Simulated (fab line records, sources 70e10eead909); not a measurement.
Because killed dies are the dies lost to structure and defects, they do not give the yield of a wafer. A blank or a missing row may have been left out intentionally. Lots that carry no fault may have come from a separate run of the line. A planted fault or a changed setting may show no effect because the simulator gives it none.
Matching of chambers -- flow nandHarc -- NHARC_P_M2_STRIP_18 on rieDiel-06: 4 sister chambers
The step strips in N2/H2. 14 wafers are shown with their chamber, then 7 later ones without.

## EACH WAFER AND ITS CHAMBER
wafer,chamber,drypumpMotorCurrentA (A),oesProductAu (a.u.),throttleValvePct (%)
L074.2,2,5.8,1.011,14.177
L074.5,1,6.0,0.992,14.168
L074.6,0,4.9,1.017,14.183
L075.3,0,5.0,1.019,14.184
L075.4,2,5.7,1.007,14.164
L075.6,1,6.1,0.990,14.172
L076.1,2,5.8,1.008,14.163
L076.2,3,6.3,1.004,14.159
L076.4,1,6.0,0.989,14.172
L081.3,1,6.0,0.989,14.174
L081.4,2,5.7,0.999,14.182
L081.6,3,6.3,1.001,14.165
L084.2,0,4.9,1.021,14.176
L084.3,1,6.0,0.990,14.179

SIGNATURES (averages over the wafers above)
reading,chamber 0,chamber 1,chamber 2,chamber 3,scatter within a chamber
drypumpMotorCurrentA,4.933,6.020,5.750,6.300,0.0497
oesProductAu,1.01900,0.99000,1.00625,1.00250,0.00312
throttleValvePct,14.18100,14.17300,14.17150,14.16200,0.00624
Rule: distance of a wafer from a chamber = root of the sum over the readings of ((wafer's reading minus chamber's mean) / reading's scatter) squared. The wafer belongs to the nearest chamber; if the next one is less than 2 further off, it can't be placed. The scatter is the square root of a quotient: the sum, over the shown wafers, of each reading's squared deviation from its chamber's mean, divided by wafers minus chambers.

## WAFERS WITH NO CHAMBER GIVEN
wafer,drypumpMotorCurrentA (A),oesProductAu (a.u.),throttleValvePct (%)
L084.5,6.0,0.990,14.170
L091.1,5.8,1.006,14.156
L091.2,6.0,0.987,14.166
L091.5,5.8,1.004,14.175
L092.1,6.0,0.992,14.164
L092.5,5.7,1.011,14.181
L092.6,6.0,0.993,14.167

## WHICH CHAMBER EACH ONE RAN IN
wafer,from the rows above,in truth
L084.5,1,1
L091.1,2,2
L091.2,1,1
L091.5,2,2
L092.1,1,1
L092.5,2,2
L092.6,1,1
Correct placement for 7 of the 7. Can't be placed from these rows: 0. Wrongly placed: 0.
